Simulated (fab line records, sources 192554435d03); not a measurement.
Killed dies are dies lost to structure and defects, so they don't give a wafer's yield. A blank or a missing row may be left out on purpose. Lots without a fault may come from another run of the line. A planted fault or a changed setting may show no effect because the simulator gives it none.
fab line records | flow n5_finfet | part 2 of 2: steps 23 to 32 of 32
record lots=5 wafers=15 last_day=19
route steps=1938 shown HKMG_FIN@390
lots that met no fault: from a run of the same line without faults
start_h: hours from the record's first day to the start of the lot's first wafer shown | wait_h: hours since the lot's step before | " the same as in the row above | L1.1+2: a row that stands for several wafers | - no value, or no start given | * or withheld: withheld | < > ~ a bound
route shown NAME@n: a module of which the file shows steps, and the number in the route of the first | usual: mean/standard deviation of fault-free wafers | same: alike in all rows | chamber/n: place in a boat | sites: the reading at each site | _std_site: their standard deviation | _edge_site: outer sites' mean less inner sites' | radius_mm: how far each site lies from the wafer's centre | mask NAME#n: copy n | behind: the tool/chamber that last shaped the wafer | hold: why the lot was held/for how many hours/how that ended | device: the transistor (n, p or np) that didn't switch | end of line: the same wafers' tests at the end of the route | a step without rows: its recipe alone | killed: dies lost to structure and defects at the first sort, not the wafer's yield | map: a wafer's dies, x killed, . not, _ none there
set.NAME: the setting as run; set.NAME@STEP: as run at that earlier step | model.NAME: the simulator's own value behind a step, which no gauge read
lots at some steps of the route; a table a step, a row a wafer
services: from which hour (start_h, from the record's first day; less than 0 if before it) a tool's chamber was out of use, for how many hours, and why
## steps
# step N5_HKMG_FIN_ALD_79
# recipe material=TiN target_thk_a=15 temp_c=400 ald_precursor_family=TiCl4 ald_co_reactant=NH3 pulse_time_s=1 purge_time_s=3 co_reactant_purge_time_s=2 co_reactant_pulse_time_s=2 ald_cycles=68 pressure_torr=3
# usual heater_power_w=889/160 precursor_pulse_height_rel=1.000/0.019
# same co_reactant_pulse_time_s=2
# columns lot.wafer tool chamber start_h wait_h heater_power_w precursor_pulse_height_rel
L085.2 ald_metal-03 0 143.12 0.0 940 0.971
L085.3 " 1 " " 1117 0.971
L085.6 " 0 " " 946 0.988
L091.1 ald_metal-01 3 178.47 0.0 706 0.990
L091.3 " 1 " " 755 0.995
L091.4 " 3 " " 718 1.021
L093.1 ald_metal-02 3 188.00 0.0 663 0.983
L093.3 " 1 " " 847 0.961
L093.5 " 2 " " 1318 0.978
L096.2 ald_metal-02 3 208.70 0.0 697 0.997
L096.5 " 0 " " 828 1.021
L096.6 " 1 " " 838 0.986
L097.1 ald_metal-03 3 210.84 0.0 810 0.989
L097.4 " 0 " " 947 0.994
L097.6 " 3 " " 820 0.986
# step N5_HKMG_FIN_CVD_62
# recipe material=a-Si target_thk_a=30 temp_c=500 precursor=Si2H6 pressure_torr=1 time_s=20.8
# usual heater_power_w=1315/120
# columns lot.wafer tool chamber start_h wait_h heater_power_w
L085.2 thermal_cvd_si-02 1 143.48 0.2 1295
L085.3 " 0 " " 1458
L085.6 " 2 " " 1479
L091.1 thermal_cvd_si-02 1 178.83 0.2 1291
L091.3 " 0 " " 1465
L091.4 " 2 " " 1525
L093.1 thermal_cvd_si-02 2 188.36 0.2 1480
L093.3 " 1 " " 1285
L093.5 " 1 " " 1270
L096.2 thermal_cvd_si-01 2 209.06 0.2 1116
L096.5 " 0 " " 1250
L096.6 " 2 " " 1139
L097.1 thermal_cvd_si-02 2 211.21 0.2 1475
L097.4 " 2 " " 1447
L097.6 " 0 " " 1366
# step N5_HKMG_FIN_RTA_80
# recipe temp_c=withheld time_s=2 ambient=N2 idle_temp_c=600 ramp_up_c_per_s=150 ramp_down_c_per_s=60 cool_to_c=600
# columns lot.wafer tool chamber start_h wait_h
L085.2+3+6 rtp_anneal-01 0 143.64 0.1
L091.1+3+4 rtp_anneal-02 0 178.97 0.1
L093.1+3+5 rtp_anneal-01 0 188.50 0.1
L096.2+5+6 rtp_anneal-02 0 209.36 0.2
L097.1+4+6 rtp_anneal-02 0 211.34 0.1
# step N5_HKMG_FIN_PRECLEAN_64
# recipe chemistry=dHF time_s=30 temp_c=25 dilution=withheld
# columns lot.wafer tool chamber start_h wait_h
L085.2+3+6 wet_bench-06 1,2,3 143.76 0.1
L091.1+3+4 wet_bench-06 1,2,5 179.11 0.1
L093.1+3+5 wet_bench-05 3,4,0 188.64 0.1
L096.2+5+6 wet_bench-03 2,6,3 209.48 0.1
L097.1+4+6 wet_bench-03 4,7,5 211.49 0.1
# step N5_HKMG_FIN_WET_ETCH_65
# recipe chemistry=TMAH temp_c=70 conc_wt_pct=5 target=a-Si stop_on=TiN time_s=49 target_depth_nm=3
# columns lot.wafer tool chamber start_h wait_h
L085.2+3+6 wet_bench-06 1,2,3 143.78 0.0
L091.1+3+4 wet_bench-06 1,2,5 179.13 0.0
L093.1+3+5 wet_bench-05 3,4,0 188.66 0.0
L096.2+5+6 wet_bench-03 2,6,3 209.49 0.0
L097.1+4+6 wet_bench-03 4,7,5 211.50 0.0
# step N5_HKMG_FIN_WET_ETCH_81
# recipe chemistry=SC1 target=TiN stop_on=HfO2 mix=1:1:5 temp_c=60 time_s=57 target_depth_nm=6
# columns lot.wafer tool chamber start_h wait_h
L085.2+3+6 wet_bench-06 1,2,3 143.79 0.0
L091.1+3+4 wet_bench-06 1,2,5 179.14 0.0
L093.1+3+5 wet_bench-05 3,4,0 188.67 0.0
L096.2+5+6 wet_bench-03 2,6,3 209.51 0.0
L097.1+4+6 wet_bench-03 4,7,5 211.51 0.0
# step N5_HKMG_FIN_WET_ETCH_82
# recipe chemistry=dHCl mix=1:10000 temp_c=25 target=La2O3 stop_on=HfO2 target_depth_nm=2 dry=ipa_marangoni rinse_time_s=30 rinse_temp_c=23
# columns lot.wafer tool chamber start_h wait_h
L085.2+3+6 wet_bench-06 1,2,3 143.83 0.0
L091.1+3+4 wet_bench-06 1,2,5 179.17 0.0
L093.1+3+5 wet_bench-05 3,4,0 188.70 0.0
L096.2+5+6 wet_bench-03 2,6,3 209.54 0.0
L097.1+4+6 wet_bench-03 4,7,5 211.55 0.0
# step N5_HKMG_FIN_ALD_36
# recipe material=TiN target_thk_a=10 temp_c=400 ald_precursor_family=TiCl4 ald_co_reactant=NH3 pulse_time_s=1 purge_time_s=3 co_reactant_purge_time_s=2 co_reactant_pulse_time_s=2 ald_cycles=47 pressure_torr=3
# usual heater_power_w=901/150 precursor_pulse_height_rel=1.001/0.019
# same co_reactant_pulse_time_s=2
# columns lot.wafer tool chamber start_h wait_h heater_power_w precursor_pulse_height_rel
L085.2 ald_metal-02 3 143.89 0.0 670 1.026
L085.3 " 0 " " 806 1.019
L085.6 " 3 " " 664 1.008
L091.1 ald_metal-03 2 179.23 0.0 1044 1.016
L091.3 " 1 " " 1056 1.007
L091.4 " 3 " " 834 0.979
L093.1 ald_metal-02 3 188.76 0.0 673 1.015
L093.3 " 0 " " 810 0.987
L093.5 " 3 " " 661 0.959
L096.2 ald_metal-01 2 209.61 0.0 908 1.018
L096.5 " 1 " " 759 0.981
L096.6 " 2 " " 886 1.032
L097.1 ald_metal-01 1 211.61 0.0 758 0.985
L097.4 " 2 " " 902 1.020
L097.6 " 0 " " 898 1.009
# step N5_HKMG_FIN_THK_MEAS_70
# recipe thk_meas_gauge=xrf reads=HfO2_of_HKMG_FIN_HK_ALD_01
# usual HK_THK=1.571/0.017
# columns lot.wafer tool chamber start_h wait_h HK_THK[nm]
L085.2 film_metro-01 - 144.17 0.2 1.581
L085.3 " - " " 1.588
L085.6 " - " " 1.565
L091.1 film_metro-01 - 179.51 0.2 1.579
L091.3 " - " " 1.589
L091.4 " - " " 1.562
L093.1 film_metro-02 - 189.04 0.2 1.546
L093.3 " - " " 1.573
L093.5 " - " " 1.583
L096.2 film_metro-01 - 209.89 0.2 1.576
L096.5 " - " " 1.577
L096.6 " - " " 1.587
L097.1 film_metro-01 - 211.89 0.2 1.567
L097.4 " - " " 1.576
L097.6 " - " " 1.586
# step N5_HKMG_FIN_PWFM_ALD_03
# recipe material=TiN target_thk_a=20 temp_c=400 ald_precursor_family=TiCl4 ald_co_reactant=NH3 pulse_time_s=1 purge_time_s=3 co_reactant_purge_time_s=2 co_reactant_pulse_time_s=2 ald_cycles=91 pressure_torr=3
# usual heater_power_w=922/180 precursor_pulse_height_rel=1.003/0.02
# same co_reactant_pulse_time_s=2
# columns lot.wafer tool chamber start_h wait_h heater_power_w precursor_pulse_height_rel
L085.2 ald_metal-01 1 144.21 0.0 765 1.014
L085.3 " 3 " " 742 1.011
L085.6 " 1 " " 775 1.029
L091.1 ald_metal-01 0 179.55 0.0 916 0.975
L091.3 " 3 " " 728 0.975
L091.4 " 3 " " 728 1.012
L093.1 ald_metal-03 3 189.08 0.0 842 0.959
L093.3 " 0 " " 945 0.990
L093.5 " 0 " " 949 1.026
L096.2 ald_metal-01 1 209.93 0.0 762 1.029
L096.5 " 3 " " 719 1.005
L096.6 " 0 " " 902 0.987
L097.1 ald_metal-03 1 211.93 0.0 1074 1.032
L097.4 " 0 " " 951 0.986
L097.6 " 3 " " 827 0.971
## services
# columns tool chamber start_h hours kind
thermal_cvd_si-01 2 117.93 7.1 repair
ald_metal-03 - 118.22 8.7 pm
wet_bench-03 - 122.01 0.5 repair
arfi_scanner-02 - 131.70 1.3 pm
rie_diel-03 0 136.43 - clean
rie_diel-03 0 136.43 - consumable_replace:focus_ring
rie_diel-03 0 136.43 34.1 scheduled_down
plasma_asher-01 - 141.64 8.8 repair
arfi_scanner-03 - 143.46 1.3 pm
arfi_scanner-01 - 146.92 3.0 pm
ald_metal-01 - 148.22 1.2 pm
wet_bench-05 - 149.47 1.5 repair
ald_metal-01 2 151.27 28.5 repair
arfi_scanner-03 - 154.72 1.2 repair
ald_metal-02 2 155.50 3.8 repair
arfi_scanner-03 - 171.43 0.8 pm
arfi_scanner-01 - 181.15 1.3 repair
arfi_scanner-01 - 183.08 1.9 repair
ald_metal-02 0 189.12 17.4 repair
rie_diel-05 3 191.40 1.4 repair
arfi_scanner-01 - 198.34 0.3 repair
arfi_scanner-02 - 200.41 0.8 repair
arfi_scanner-02 - 202.80 0.8 pm
arfi_scanner-01 - 205.59 0.6 repair
